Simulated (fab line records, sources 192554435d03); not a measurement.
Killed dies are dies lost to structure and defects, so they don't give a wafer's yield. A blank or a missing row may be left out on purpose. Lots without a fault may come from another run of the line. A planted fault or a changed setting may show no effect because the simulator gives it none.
Split-lot experiment | flow n5_finfet | 7 lots, 21 wafers read, on a route of 1938 steps

THE SPLIT
At N5_SDB_COAT_05 (resist thk 90 nm), the setting spin_rpm was moved away from the recipe's 1500 rpm on 6 of the 21 wafers read, by -9.1% to +3.7%. The other wafers ran this setting at the recipe's value.

FROM THE SPLIT TO THE READING: what the file shows between them, 5 steps
- N5_SDB_EBR_07
- N5_SDB_SOFTBAKE_06: time 60 s
- N5_SDB_EXPOSE_08: exposes mask SDB
- N5_SDB_PEB_09: peb time 60 s
- N5_SDB_DEVELOP_10: develop time 30 s

THE READING
CAR-ArF_of_SDB_COAT_05.thk_nm (the simulator's own value, which no gauge read), in nm, at N5_SDB_DESCUM_16 (chemistry O2, time 7.9 s). The file gives no usual value for it. The 15 wafers here that ran the recipe average 83.6 nm, standard deviation 0.26 nm.

wafer  | tool, chamber at the split | spin_rpm as run, rpm | against the recipe | CAR-ArF_of_SDB_COAT_05.thk_nm, nm | against lot-mates on the recipe
L076.1 | litho_track-01, 0          | 1500                 | recipe             | 83.4                              | -
L076.3 | litho_track-01, 0          | 1555                 | +3.7%              | 82                                | -1.4
L076.5 | litho_track-01, 0          | 1555                 | +3.7%              | 81.8                              | -1.6
L078.4 | litho_track-02, 0          | 1500                 | recipe             | 83.4                              | -
L078.6 | litho_track-02, 0          | 1500                 | recipe             | 83.4                              | -
L078.5 | litho_track-02, 0          | 1500                 | recipe             | 83.6                              | -
L080.2 | litho_track-01, 0          | 1500                 | recipe             | 83.4                              | -
L080.4 | litho_track-01, 0          | 1441                 | -3.9%              | 85                                | +1.6
L080.6 | litho_track-01, 0          | 1441                 | -3.9%              | 85.4                              | +2.0
L081.4 | litho_track-01, 0          | 1456                 | -2.9%              | 84.6                              | +1.2
L081.5 | litho_track-01, 0          | 1500                 | recipe             | 83.4                              | -
L081.6 | litho_track-01, 0          | 1500                 | recipe             | 83.4                              | -
L084.1 | litho_track-02, 0          | 1500                 | recipe             | 84                                | -
L084.4 | litho_track-02, 0          | 1500                 | recipe             | 84                                | -
L084.6 | litho_track-02, 0          | 1500                 | recipe             | 84.2                              | -
L086.2 | litho_track-01, 0          | 1500                 | recipe             | 83.8                              | -
L086.5 | litho_track-01, 0          | 1500                 | recipe             | 83.6                              | -
L086.6 | litho_track-01, 0          | 1500                 | recipe             | 83.6                              | -
L092.2 | litho_track-05, 0          | 1364                 | -9.1%              | 87.6                              | +4.1
L092.3 | litho_track-05, 0          | 1500                 | recipe             | 83.4                              | -
L092.4 | litho_track-05, 0          | 1500                 | recipe             | 83.6                              | -

THE FIT
A straight line over all 21 wafers: CAR-ArF_of_SDB_COAT_05.thk_nm changes by -0.434 nm for each +1% of spin_rpm; r = -0.98; the points scatter about the line by 0.25 nm.
The same after taking each lot's own level away (the mean of its wafers on the recipe; 21 wafers): -0.442 nm for each +1%; r = -1.00; scatter 0.11 nm.
On that fit, the largest move of spin_rpm shifts the reading by 4 nm.
The lots' own levels span 83.40 to 84.07 nm, that is 2.6 times the standard deviation above.
So the lot-to-lot level changes the slope little: the two slopes agree.
Check: with one of the wafers moved furthest among these (-9.1%) left out of the fit, the line predicts +3.92 nm for it against its lot-mates. It came out at +4.1 nm against them.

OTHER SPLITS ON THESE WAFERS
These wafers also went through other splits before the reading. Each is held against what the fit with the lots' levels taken away leaves over:
other split on the same wafers | wafers away from the commonest value | r with CAR-ArF_of_SDB_COAT_05.thk_nm (lot level and that fit taken away)
N5_SD_EPI_P_EPI_21 temp_c      | 9                                    | -0.01

THE WHOLE CHAIN: every reading that the file lists as answering this split, in the file's order
step              | what it does             | reading                                                                        | change (the file's fit)               | r (the file's)
N5_SDB_COAT_05    | resist thk 90 nm         | CAR-ArF_of_SDB_COAT_05.thk_nm (the simulator's own value, which no gauge read) | -0.437 nm for each +1% of the setting | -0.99
N5_SDB_DEVELOP_10 | develop time 30 s        | CAR-ArF_of_SDB_COAT_05.thk_nm (the simulator's own value, which no gauge read) | -0.457 nm for each +1% of the setting | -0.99
N5_SDB_DESCUM_16  | chemistry O2, time 7.9 s | CAR-ArF_of_SDB_COAT_05.thk_nm (the simulator's own value, which no gauge read) | -0.445 nm for each +1% of the setting | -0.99

THE FILE'S OWN FIT
CAR-ArF_of_SDB_COAT_05.thk_nm changes by -0.445 nm for each +1% of spin_rpm, r = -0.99.
